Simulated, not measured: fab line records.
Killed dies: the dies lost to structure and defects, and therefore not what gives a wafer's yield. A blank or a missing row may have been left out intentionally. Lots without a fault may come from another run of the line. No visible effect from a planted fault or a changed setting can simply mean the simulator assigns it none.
Matching of chambers	flow n5 finfet	pecvd-03 running N5_BEOL_M14_DEP_53: 3 sister chambers
The step deposits SiCN from 3MS/NH3, target thk 50 nm, time 17.8 s. 16 wafers are shown with their chamber, then 8 later ones without.

WAFERS WITH THEIR CHAMBER
wafer	chamber	throttle valve pct (%)	showerhead plenum p Torr (Torr)
L077.1	0	20.0	4.18
L077.5	1	17.9	4.16
L077.6	2	16.3	4.17
L083.1	0	20.1	4.20
L083.2	1	18.0	4.17
L083.5	0	20.0	4.19
L081.1	2	16.4	4.17
L081.2	1	18.1	4.17
L081.5	2	16.5	4.17
L084.1	1	18.0	4.17
L084.4	0	20.1	4.18
L084.5	2	16.5	4.17
L082.2	0	20.2	4.19
L082.4	1	18.3	4.16
L082.5	0	19.9	4.18
L088.1	0	19.8	4.18

SIGNATURES, as means of the wafers listed above
reading	chamber 0	chamber 1	chamber 2	scatter within a chamber
throttle valve pct	20.014	18.060	16.425	0.132
showerhead plenum p Torr	4.1857	4.1660	4.1700	0.00615
Rule: distance of a wafer from a chamber = root of the sum over the readings of ((wafer's reading minus chamber's mean) / reading's scatter) squared. The wafer belongs to the nearest chamber; if the next one is less than 2 further off, it can't be placed. The scatter: the root of (the sum of the squares of (reading less its chamber's mean) over the shown wafers, divided by (wafers less chambers)).

WAFERS WITHOUT THEIR CHAMBER
wafer	throttle valve pct (%)	showerhead plenum p Torr (Torr)
L088.2	18.1	4.17
L088.3	16.6	4.16
L089.1	16.5	4.17
L089.4	20.0	4.18
L089.6	16.4	4.15
L097.2	16.7	4.16
L097.4	19.9	4.17
L097.6	16.6	4.17

THE CHAMBER EACH PASSED THROUGH
wafer	from the rows above	in truth
L088.2	1	1
L088.3	2	2
L089.1	2	2
L089.4	0	0
L089.6	2	2
L097.2	2	2
L097.4	0	0
L097.6	2	2
Placed correctly: 8 of 8. Not placeable from these rows: 0. 0 placed wrongly.
